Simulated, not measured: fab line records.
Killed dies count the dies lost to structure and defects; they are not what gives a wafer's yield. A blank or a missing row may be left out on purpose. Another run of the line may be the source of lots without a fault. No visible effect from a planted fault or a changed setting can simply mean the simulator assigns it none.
Which of the tools did it? ; flow nandHarc ; 24 lots with 72 wafers sampled at 5 steps, on a route of 1159 steps

== WHAT THE GAUGES READ, wafer by wafer ==
NHARC_P_M0_THK_MEAS_24: measures by xrf.
lot;measured;on;thkNm (nm)
L074;day 5 15:47;filmMetro-01;117.7 118.1 113.8
L076;day 6 01:24;filmMetro-01;116.9 119.0 119.3
L075;day 6 01:47;filmMetro-01;115.2 118.8 116.4
L078;day 6 18:39;filmMetro-01;116.0 116.3 117.2
L077;day 6 19:20;filmMetro-01;116.9 119.7 119.8
L079;day 7 04:59;filmMetro-01;115.4 114.2 116.8
L081;day 7 10:04;filmMetro-02;118.8 120.4 119.9
L080;day 7 10:46;filmMetro-01;119.7 119.5 120.7
L083;day 8 02:34;filmMetro-01;120.2 115.6 119.2
L082;day 8 03:01;filmMetro-02;119.1 118.4 117.8
L084;day 8 08:44;filmMetro-02;114.5 113.8 115.5
L086;day 9 04:46;filmMetro-02;117.0 115.3 118.7
L088;day 9 04:54;filmMetro-01;120.2 117.7 116.5
L087;day 9 05:12;filmMetro-01;119.1 114.5 119.4
L085;day 9 07:56;filmMetro-01;118.2 117.9 117.4
L089;day 9 14:39;filmMetro-02;119.1 118.0 118.7
L092;day 10 04:52;filmMetro-02;118.0 117.0 116.0
L090;day 10 05:17;filmMetro-02;117.0 118.2 117.0
L091;day 10 05:31;filmMetro-01;115.8 119.5 120.0
L093;day 10 12:37;filmMetro-02;117.7 118.1 120.2
L094;day 10 22:57;filmMetro-02;117.9 117.9 115.8
L097;day 11 07:37;filmMetro-02;115.3 116.8 116.4
L095;day 11 08:13;filmMetro-02;118.7 117.4 116.5
L096;day 11 09:04;filmMetro-01;118.7 119.0 119.9

NHARC_P_M2_OVL_MEAS_10: pitch 340 nm.
lot;measured;on;overlayXNm (nm);overlayYNm (nm)
L074;day 5 21:28;overlay-01;0.2 -0.2 -0.1;0.7 0.2 0.6
L076;day 6 07:26;overlay-02;-0.6 -0.5 -0.9;-0.7 0.0 0.1
L075;day 6 07:47;overlay-01;-1.9 -1.5 -1.6;0.7 0.1 0.2
L078;day 7 01:06;overlay-01;2.5 1.7 1.4;0.9 0.4 0.1
L077;day 7 01:22;overlay-01;0.2 1.2 0.1;0.0 0.0 0.3
L079;day 7 11:04;overlay-02;-0.7 -0.6 -0.2;-0.7 -0.2 -0.7
L081;day 7 16:39;overlay-02;0.1 -0.7 0.2;-0.5 -0.6 -0.3
L080;day 7 16:55;overlay-02;0.3 0.5 0.7;1.3 1.3 1.0
L083;day 8 08:47;overlay-02;0.7 0.8 0.8;1.8 1.6 2.6
L082;day 8 08:56;overlay-01;-0.2 0.0 0.1;0.2 0.4 0.0
L084;day 8 14:32;overlay-02;-0.5 -1.2 -0.8;-1.9 -0.9 -0.9
L086;day 9 10:43;overlay-02;0.8 0.7 1.4;-0.5 -0.9 -0.2
L088;day 9 11:07;overlay-01;1.0 0.6 1.2;-1.0 -0.7 -1.2
L087;day 9 11:45;overlay-02;2.6 2.5 2.6;2.6 2.5 2.1
L085;day 9 14:37;overlay-01;0.0 0.3 -0.1;-0.4 0.2 -0.9
L089;day 9 20:44;overlay-01;0.5 0.7 0.0;0.2 0.3 0.5
L092;day 10 10:55;overlay-02;-0.4 -0.7 -1.4;-0.4 -1.1 -0.3
L090;day 10 11:09;overlay-01;-0.6 -0.5 -0.6;0.0 0.1 0.6
L091;day 10 11:18;overlay-02;-0.4 0.2 -0.4;0.9 0.7 0.9
L093;day 10 18:21;overlay-01;-0.3 -1.1 -0.7;1.5 1.2 1.4
L094;day 11 04:45;overlay-02;0.6 0.2 0.8;0.2 0.4 0.2
L097;day 11 13:14;overlay-01;-2.1 -2.1 -1.6;-0.5 -0.1 -0.4
L095;day 11 14:18;overlay-01;0.4 0.3 0.4;-2.0 -1.9 -2.2
L096;day 11 14:45;overlay-02;-1.0 -1.1 -0.8;-0.4 -0.5 0.1

NHARC_P_M2_THK_MEAS_24: measures by xrf.
lot;measured;on;thkNm (nm)
L074;day 6 00:01;filmMetro-01;147.0 145.4 145.5
L076;day 6 10:00;filmMetro-01;147.9 144.5 147.2
L075;day 6 10:31;filmMetro-01;145.9 146.3 143.8
L078;day 7 03:41;filmMetro-01;143.7 144.9 144.3
L077;day 7 03:56;filmMetro-02;145.9 148.0 144.3
L079;day 7 13:35;filmMetro-02;144.8 145.5 145.8
L081;day 7 19:16;filmMetro-02;143.7 145.3 143.1
L080;day 7 19:56;filmMetro-02;144.9 144.0 142.4
L083;day 8 11:20;filmMetro-02;142.3 143.4 144.2
L082;day 8 11:38;filmMetro-01;143.9 146.4 145.5
L084;day 8 17:05;filmMetro-02;146.5 141.5 144.6
L086;day 9 13:18;filmMetro-02;144.4 143.6 143.1
L088;day 9 14:01;filmMetro-01;144.6 143.4 142.7
L087;day 9 14:48;filmMetro-02;143.8 143.0 144.6
L085;day 9 17:10;filmMetro-02;144.6 142.6 142.0
L089;day 9 23:17;filmMetro-01;144.5 141.0 144.5
L092;day 10 13:26;filmMetro-01;143.9 145.7 143.8
L090;day 10 13:49;filmMetro-01;145.2 143.2 145.2
L091;day 10 14:13;filmMetro-01;143.3 144.1 144.6
L093;day 10 21:07;filmMetro-01;141.7 144.7 143.2
L094;day 11 07:16;filmMetro-01;144.9 145.4 143.9
L097;day 11 15:47;filmMetro-01;143.5 143.9 144.2
L095;day 11 16:49;filmMetro-02;143.3 142.3 144.1
L096;day 11 17:24;filmMetro-02;143.4 142.7 140.7

== WHAT TOOL EACH LOT RAN ON (gives the tool, then ch and the chambers of the sampled wafers, and finally the start) ==
lot;NHARC_P_M1_PVD_20;NHARC_P_M2_ETCH_28
L074;pvdSputter-03, day 5 21:28 or earlier;rieDiel-03 ch 0,1,3, day 6 00:01 or earlier
L076;pvdSputter-03, day 6 07:26 or earlier;rieDiel-03 ch 0,2, day 6 10:00 or earlier
L075;pvdSputter-02, day 6 07:47 or earlier;rieDiel-03 ch 2,3, day 6 10:31 or earlier
L078;pvdSputter-02, day 7 01:06 or earlier;rieDiel-05 ch 0,2,3, day 7 03:41 or earlier
L077;pvdSputter-03, day 7 01:22 or earlier;rieDiel-02 ch 0,1,2, day 7 03:56 or earlier
L079;pvdSputter-02, day 7 11:04 or earlier;rieDiel-03 ch 0,1,3, day 7 13:35 or earlier
L081;pvdSputter-03, day 7 16:39 or earlier;rieDiel-03 ch 0,1,3, day 7 19:16 or earlier
L080;pvdSputter-02, day 7 16:55 or earlier;rieDiel-05 ch 2,3, day 7 19:56 or earlier
L083;pvdSputter-03, day 8 08:47 or earlier;rieDiel-03 ch 1,3, day 8 11:20 or earlier
L082;pvdSputter-02, day 8 08:56 or earlier;rieDiel-02 ch 0,2,3, day 8 11:38 or earlier
L084;pvdSputter-03, day 8 14:32 or earlier;rieDiel-03 ch 2,3, day 8 17:05 or earlier
L086;pvdSputter-02, day 9 10:43 or earlier;rieDiel-05 ch 1,2, day 9 13:18 or earlier
L088;pvdSputter-02, day 9 11:07 or earlier;rieDiel-03 ch 2,3, day 9 14:01 or earlier
L087;pvdSputter-01, day 9 11:45 or earlier;rieDiel-03 ch 2,3, day 9 14:48 or earlier
L085;pvdSputter-02, day 9 14:37 or earlier;rieDiel-03 ch 0,1, day 9 17:10 or earlier
L089;pvdSputter-03, day 9 20:44 or earlier;rieDiel-05 ch 0,1, day 9 23:17 or earlier
L092;pvdSputter-03, day 10 10:55 or earlier;rieDiel-03 ch 0,1, day 10 13:26 or earlier
L090;pvdSputter-01, day 10 11:09 or earlier;rieDiel-03 ch 1,2,3, day 10 13:49 or earlier
L091;pvdSputter-03, day 10 11:18 or earlier;rieDiel-02 ch 0,1,2, day 10 14:13 or earlier
L093;pvdSputter-01, day 10 18:21 or earlier;rieDiel-05 ch 0,1,3, day 10 21:07 or earlier
L094;pvdSputter-01, day 11 04:45 or earlier;rieDiel-05 ch 0,1,2, day 11 07:16 or earlier
L097;pvdSputter-02, day 11 13:14 or earlier;rieDiel-03 ch 0,2,3, day 11 15:47 or earlier
L095;pvdSputter-03, day 11 14:18 or earlier;rieDiel-05 ch 2,3, day 11 16:49 or earlier
L096;pvdSputter-01, day 11 14:45 or earlier;rieDiel-05 ch 0,2,3, day 11 17:24 or earlier
- NHARC_P_M1_PVD_20: deposits TaN, target thk 5 nm, time 8.06 s.
- NHARC_P_M2_ETCH_28: etches the open film in CF4/N2, target depth 30 nm, time 72.99 s.

== WHAT THE TOOLS THEMSELVES READ (means of the sampled wafers that have a number; where no wafer has one, the mark that the record gives instead) ==
NHARC_P_M1_PVD_20.
lot;tool;throttleValvePct (%)
L074;pvdSputter-03;29.4
L076;pvdSputter-03;30.2
L075;pvdSputter-02;29.3
L078;pvdSputter-02;29.4
L077;pvdSputter-03;29.3
L079;pvdSputter-02;29.5
L081;pvdSputter-03;30.1
L080;pvdSputter-02;29.4
L083;pvdSputter-03;30.0
L082;pvdSputter-02;29.4
L084;pvdSputter-03;29.3
L086;pvdSputter-02;29.6
L088;pvdSputter-02;29.6
L087;pvdSputter-01;30.6
L085;pvdSputter-02;29.4
L089;pvdSputter-03;28.4
L092;pvdSputter-03;28.5
L090;pvdSputter-01;29.8
L091;pvdSputter-03;29.4
L093;pvdSputter-01;29.5
L094;pvdSputter-01;29.8
L097;pvdSputter-02;30.5
L095;pvdSputter-03;29.3
L096;pvdSputter-01;30.5

NHARC_P_M2_ETCH_28.
lot;tool;drypumpMotorCurrentA (A);oesProductAu (a.u.);rfVppV (V);showerheadPlenumPTorr (Torr);throttleValvePct (%)
L074;rieDiel-03;5.4;1.011;314.9;2.67;19.790
L076;rieDiel-03;5.3;0.995;312.7;2.52;19.798
L075;rieDiel-03;5.6;1.006;314.3;2.64;19.788
L078;rieDiel-05;6.1;0.983;312.8;2.58;19.796
L077;rieDiel-02;5.9;1.008;313.2;2.63;19.802
L079;rieDiel-03;5.4;1.010;314.9;2.67;19.803
L081;rieDiel-03;5.4;1.014;314.2;2.67;19.802
L080;rieDiel-05;6.3;0.985;313.5;2.59;19.796
L083;rieDiel-03;5.6;0.999;315.0;2.72;19.794
L082;rieDiel-02;5.9;1.003;314.4;2.65;19.792
L084;rieDiel-03;5.5;0.996;312.6;2.57;19.790
L086;rieDiel-05;6.2;0.994;312.6;2.50;19.798
L088;rieDiel-03;5.7;0.998;314.2;2.64;19.797
L087;rieDiel-03;5.5;0.994;313.4;2.57;19.793
L085;rieDiel-03;5.2;1.003;314.5;2.62;19.784
L089;rieDiel-05;5.6;1.002;311.8;2.48;19.783
L092;rieDiel-03;5.2;1.005;314.2;2.62;19.799
L090;rieDiel-03;5.6;0.997;314.1;2.65;19.793
L091;rieDiel-02;5.9;0.999;314.5;2.62;19.790
L093;rieDiel-05;5.6;0.999;312.9;2.56;19.806
L094;rieDiel-05;5.9;1.001;311.9;2.49;19.788
L097;rieDiel-03;5.4;0.996;312.6;2.59;19.798
L095;rieDiel-05;6.3;0.998;313.4;2.59;19.791
L096;rieDiel-05;6.1;0.989;313.7;2.57;19.793

== THE ANSWER, worked out from the rows above alone ==
Rule: what is usual is taken from the lots themselves. The widest of any qualifying gaps counts: lots, ordered by their means at a reading, are off when they make up no more than a third of the lots, leave a main group of 4 or more, and stand apart from it by 3 or more times the standard deviation of that group's means. A main group whose means are all the same, to the digits that the tables above print for the reading, isn't used. A lot without any number at a reading at which 4 lots or more have one is off too. All remaining lots with rows at the step are treated as sound. Order of review: gauges by route order, followed by the tools' own readings, for which a lot's mean as printed above is used. The first step at which some lot is off is used, and at that step the reading that is off furthest; a lot without a number counts as furthest.
No lot is off at any reading shown: from this, nothing can be told.

== WHAT THE SIMULATOR PUT IN ==
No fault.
